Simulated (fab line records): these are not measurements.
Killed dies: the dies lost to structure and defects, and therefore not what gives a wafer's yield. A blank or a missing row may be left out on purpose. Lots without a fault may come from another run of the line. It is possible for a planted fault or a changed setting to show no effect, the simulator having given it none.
Comparing a struck lot with a sound one	flow n5_finfet	36 out of 1938 route steps
Sound: these wafers, L354.3, L354.4, L354.5. Struck: wafer L342.4 (L342.1, L342.5, from the same lot, were not struck and are left out); the cause is given at the end.
Order at every step that has rows: each side's tool, ch and its chambers, its first start. Under that, the readings that differ: sound wafers	struck wafers	difference of the means	sigmas: that difference in standard deviations of wafers without a fault.
alike: a reading whose means differ by less than 2 such deviations, as well as words and numbers matching on both sides. not compared: withheld readings; readings where some wafer has no value; bounds like >300 that might hide an equal value; numbers whose values overlap and for which the record gives no deviation.
The two part at a step that has a row with sigmas, a row that says differs or no value, or rows on one side only. Numbers that have no deviation but don't overlap get no sigmas and don't part them. A reading missing from all wafers of one side parts the sides only when that side holds two or more wafers.

first, 9 steps without rows for these wafers: N5_BEOL_M4_ANNEAL_95 (time 240 s); N5_BEOL_M4_SPUTTER_96 (material Cu, target thk 4.5 nm, time 8.29 s); N5_BEOL_M4_ECD_50 (material Cu, target thk 300 nm); N5_BEOL_M4_ANNEAL_51 (time 90 s); N5_BEOL_M4_CMP_52 (polishes, stops on SiOC, t overpolish 6.8 s, target thk 40 nm); N5_BEOL_M4_PRE_CLEAN_60 (time 15 s); N5_BEOL_M4_CO_CAP_55 (material Co, precursor CCTBA/H2, target thk 2 nm, time 102.1 s); N5_BEOL_M4_PRE_CLEAN_56 (time 15 s); N5_BEOL_M4_DEP_57 (deposits SiCN from 3MS/NH3, target thk 8 nm, time 14 s).
N5_BEOL_M4_RC_MEAS_101:
  sound on prober-02 ch 0, day 13 07:52; struck on prober-01 ch 0, day 10 01:48
  alike: DIBL_N, DIBL_P, IOFF_N, IOFF_P, ION_N, ION_P, SS_N, SS_P, VT_N, VT_P
then, 24 steps without rows for these wafers: N5_BEOL_M5_ILD_DEP_00 (deposits SiCOH lowk from DEMS/porogen, target thk 140.64 nm, time 25.9 s); N5_BEOL_M5_CURE_79 (cures SiCOH lowk, time 240 s); N5_BEOL_M5_PECVD_70 (deposits SiO2 from TEOS/O2, target thk 16 nm, time 18 s); N5_BEOL_M5_HM_DEP_02 (deposits TiN, target thk 20 nm); N5_BEOL_M5_COAT_59 (time 60 s, resist thk 60 nm); N5_BEOL_M5_COAT_60 (time 60 s, resist thk 12 nm); N5_BEOL_M5_COAT_71 (time 60 s, resist thk 5 nm); N5_BEOL_M5_COAT_05 (resist thk 30 nm); N5_BEOL_M5_EBR_07; N5_BEOL_M5_SOFTBAKE_06 (time 60 s); N5_BEOL_M5_EXPOSE_08 (exposes mask M5, target cd 28 nm); N5_BEOL_M5_PEB_09 (peb time 60 s); N5_BEOL_M5_DEVELOP_10 (develop time 30 s); N5_BEOL_M5_DESCUM_16 (chemistry O2, time 7 s); N5_BEOL_M5_ETCH_72 (etches underlayer in N2/H2, target depth 6.5 nm, time 5.2 s); N5_BEOL_M5_ETCH_61 (etches SiARC in CF4, target depth 15.6 nm, time 26 s); N5_BEOL_M5_ETCH_62 (etches SOC in N2/H2, target depth 75 nm, overetch 15 nm, time 112.5 s); N5_BEOL_M5_STRIP_63 (strips in N2/H2); N5_BEOL_M5_STRIP_73 (strips in N2/H2); N5_BEOL_M5_STRIP_64 (strips in CF4); N5_BEOL_M5_HM_OPEN_17 (chemistry Cl2/BCl3, target TiN, target depth 20 nm, overetch 6 nm); N5_BEOL_M5_STRIP_19 (strips in O2); N5_BEOL_M5_COAT_65 (time 60 s, resist thk 60 nm); N5_BEOL_M5_COAT_66 (time 60 s, resist thk 12 nm).
-- a jump in the record: the struck wafers' starts before and after are 4 days apart (it breaks off in module BEOL_M5 and resumes in module MIM_TOP_ETCH, where the first step shown is number 1853 of the route) --
N5_MIM_TOP_ETCH_PECVD_03: deposits SiNx from SiH4/NH3/N2, target thk 20 nm, time 17.6 s.
  sound on pecvd-01 ch 1,2, day 17 02:31; struck on pecvd-01 ch 1, day 14 04:11
reading	sound	struck	difference	sigmas
model.SiNx_of_MIM_TOP_ETCH_PECVD_03.thk_nm (nm)	19.8 20.2 20	26.4	+6.4	
  alike: heater_power_w, showerhead_plenum_p_Torr, throttle_valve_pct
N5_PASSIVATION_PROBE_49:
  only the struck wafers here have rows in the record (prober-01, day 14 12:51); the sound ones have none

## WHERE THEY PART
Within this record, at N5_PASSIVATION_PROBE_49 only.

WHY: whatever the simulator had introduced
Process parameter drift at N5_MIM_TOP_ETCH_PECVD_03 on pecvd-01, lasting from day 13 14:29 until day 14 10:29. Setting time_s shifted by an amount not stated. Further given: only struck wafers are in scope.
